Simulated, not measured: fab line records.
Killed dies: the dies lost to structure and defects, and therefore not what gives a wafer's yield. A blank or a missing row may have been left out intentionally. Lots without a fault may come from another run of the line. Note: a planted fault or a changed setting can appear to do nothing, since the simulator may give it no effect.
Split-lot experiment	flow n5 finfet	39 wafers read across 7 lots, on a route 1938 steps long

== SPLIT DETAILS ==
At N5_SD_EPI_N_EPI_21 (deposits Si:P, time 690 s), the setting epi growth time s was moved away from the recipe's 690 s on 15 of the 39 wafers read, by -3.4% to +10.4%. This setting was run at the recipe's value on the other wafers.

== SPLIT TO READING: what lies between them in the file, 1 step ==
- N5_SD_ACTIVATION_LSA_01: time 0.0008 s (also split here: time s)

== THE READING ==
RS_SD_N in ohm/sq, measured at N5_SD_ACTIVATION_RS_MEAS_03 by four-point-probe. Typical for fault-free wafers on this fab line: 21.83 ohm/sq, with standard deviation 0.27 ohm/sq.

wafer	tool, chamber at the split	epi growth time s as run, s	against the recipe	RS_SD_N, ohm/sq	against lot-mates on the recipe
L074.1	epi rpcvd-03, 0	690	recipe	22.13	-
L074.2	epi rpcvd-03, 0	666.2	-3.4%	22.62	+0.64
L074.3	epi rpcvd-03, 0	666.2	-3.4%	22.13	+0.15
L074.4	epi rpcvd-03, 0	690	recipe	21.74	-
L074.5	epi rpcvd-03, 0	690	recipe	22.08	-
L074.6	epi rpcvd-03, 0	666.2	-3.4%	22.44	+0.46
L079.2	epi rpcvd-01, 0	690	recipe	21.88	-
L079.4	epi rpcvd-01, 0	690	recipe	22.13	-
L079.6	epi rpcvd-01, 0	690	recipe	21.74	-
L084.1	epi rpcvd-01, 0	690	recipe	21.69	-
L084.2	epi rpcvd-01, 0	740.1	+7.3%	20.07	-1.41
L084.3	epi rpcvd-01, 0	740.1	+7.3%	20.36	-1.12
L084.4	epi rpcvd-01, 0	690	recipe	20.97	-
L084.5	epi rpcvd-01, 0	690	recipe	21.79	-
L084.6	epi rpcvd-01, 0	740.1	+7.3%	19.90	-1.58
L087.1	epi rpcvd-03, 0	761.7	+10.4%	20.14	-1.66
L087.2	epi rpcvd-03, 0	690	recipe	21.87	-
L087.3	epi rpcvd-03, 0	690	recipe	21.98	-
L087.4	epi rpcvd-03, 0	761.7	+10.4%	20.41	-1.39
L087.5	epi rpcvd-03, 0	690	recipe	21.55	-
L087.6	epi rpcvd-03, 0	761.7	+10.4%	19.92	-1.88
L089.1	epi rpcvd-03, 0	743.3	+7.7%	21.61	-0.60
L089.2	epi rpcvd-03, 0	690	recipe	21.75	-
L089.3	epi rpcvd-03, 0	743.3	+7.7%	20.56	-1.65
L089.4	epi rpcvd-03, 0	743.3	+7.7%	21.40	-0.81
L089.5	epi rpcvd-03, 0	690	recipe	21.92	-
L089.6	epi rpcvd-03, 0	690	recipe	22.95	-
L096.1	epi rpcvd-02, 0	690	recipe	21.61	-
L096.2	epi rpcvd-02, 0	743.6	+7.8%	21.14	-0.55
L096.3	epi rpcvd-02, 0	743.6	+7.8%	20.30	-1.39
L096.4	epi rpcvd-02, 0	743.6	+7.8%	20.67	-1.02
L096.5	epi rpcvd-02, 0	690	recipe	21.94	-
L096.6	epi rpcvd-02, 0	690	recipe	21.51	-
L097.1	epi rpcvd-03, 0	690	recipe	21.51	-
L097.2	epi rpcvd-03, 0	690	recipe	21.75	-
L097.3	epi rpcvd-03, 0	690	recipe	21.74	-
L097.4	epi rpcvd-03, 0	690	recipe	21.91	-
L097.5	epi rpcvd-03, 0	690	recipe	21.47	-
L097.6	epi rpcvd-03, 0	690	recipe	22.18	-

THE FIT
A straight line over all 39 wafers: RS_SD_N changes by -0.155 ohm/sq for each +1% of epi growth time s; r = -0.85; the points scatter about the line by 0.41 ohm/sq.
The same after taking each lot's own level away (the mean of its wafers on the recipe; 39 wafers): -0.149 ohm/sq for each +1%; r = -0.89; scatter 0.32 ohm/sq.
On that fit, the largest move of epi growth time s shifts the reading by 1.5 ohm/sq.
Measured against the standard deviation above, the lots' own levels, which go from 21.483 to 22.207 ohm/sq, span 2.7 times it.
So the lot-to-lot level changes the slope little: the two slopes agree.
Check: -1.55 ohm/sq against its lot-mates is what the line predicts for one of the wafers moved furthest among these (+10.4%) when that wafer is left out of the fit. Against them it came out at -1.66 ohm/sq.

== ADDITIONAL SPLITS CARRIED BY THESE WAFERS ==
Other splits were also applied to these wafers ahead of the reading. Each is held against what the fit with the lots' levels taken away leaves over:
other split on the same wafers	wafers away from the commonest value	r with RS_SD_N (lot level and that fit taken away)
N5_WELL_APT_IMPLANT_14 energy kev	12	-0.06
N5_FIN_CUT_ETCH_21 bias w	12	+0.04
N5_DUMMY_GATE_ETCH_32 time s	18	-0.24
N5_DUMMY_GATE_ETCH_42 bias w	15	+0.14
N5_SD_ACTIVATION_LSA_01 time s	12	-0.68

== THE WHOLE CHAIN: every reading that the file lists as answering this split, in the file's order ==
step	what it does	reading	change (the file's fit)	r (the file's)
N5_SD_EPI_N_EPI_21	deposits Si:P, time 690 s	Si-P_of_SD_EPI_N_EPI_21.thk nm (the simulator's own value, which no gauge read)	+0.448 nm for each +1% of the setting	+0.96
N5_SD_ACTIVATION_RS_MEAS_03	measures by four-point-probe	RS_SD_N	-0.15 for each +1% of the setting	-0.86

== THE FILE'S OWN FIT ==
RS_SD_N changes by -0.15 ohm/sq for each +1% of epi growth time s, r = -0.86.
